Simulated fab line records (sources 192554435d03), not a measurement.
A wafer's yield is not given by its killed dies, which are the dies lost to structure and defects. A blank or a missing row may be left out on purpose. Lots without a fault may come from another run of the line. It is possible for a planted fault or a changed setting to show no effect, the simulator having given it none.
Chamber matching -- flow n5-finfet -- 4 sister chambers for N5_BEOL_M6_ETCH_62 on rie-diel-03
The step etches SOC in N2/H2, target depth 110 nm, overetch 22 nm, time 165 s. 8 wafers are shown with their chamber, then 10 later ones without.

## WAFERS WITH THEIR CHAMBER
wafer,chamber,showerhead-plenum-p-Torr (Torr),throttle-valve-pct (%)
L078.1,3,2.48,17.72
L080.1,0,2.44,17.72
L080.5,1,2.60,17.89
L083.2,1,2.60,17.89
L083.3,2,2.43,18.03
L083.4,3,2.47,17.74
L087.1,0,2.44,17.75
L087.5,2,2.43,18.03

## WAFERS MISSING THEIR CHAMBER
wafer,showerhead-plenum-p-Torr (Torr),throttle-valve-pct (%)
L087.6,2.59,17.92
L090.1,2.59,17.90
L090.3,2.43,17.76
L090.4,2.43,17.75
L095.1,2.42,18.06
L095.2,2.59,17.93
L095.6,2.43,17.77
L096.1,2.43,17.76
L096.2,2.42,18.08
L096.5,2.42,18.09

## EACH ONE'S CHAMBER
wafer,from the rows above,in truth
L087.6,1,1
L090.1,1,1
L090.3,0,0
L090.4,0,0
L095.1,2,2
L095.2,1,1
L095.6,0,0
L096.1,0,0
L096.2,2,2
L096.5,2,2
10 of 10 placed correctly. Number that these rows cannot place: 0. Placed wrongly: 0.
How it was worked out, from the rows above alone: a wafer's distance from a chamber is the root of the sum, over the readings, of the square of ((its reading less the chamber's mean) divided by the reading's scatter). The wafer belongs to the nearest chamber; if the next one is less than 2 further off, it can't be placed. Each chamber's mean is taken over the wafers shown for it. The scatter is the square root of a quotient: the sum, over the shown wafers, of each reading's squared deviation from its chamber's mean, divided by wafers minus chambers.
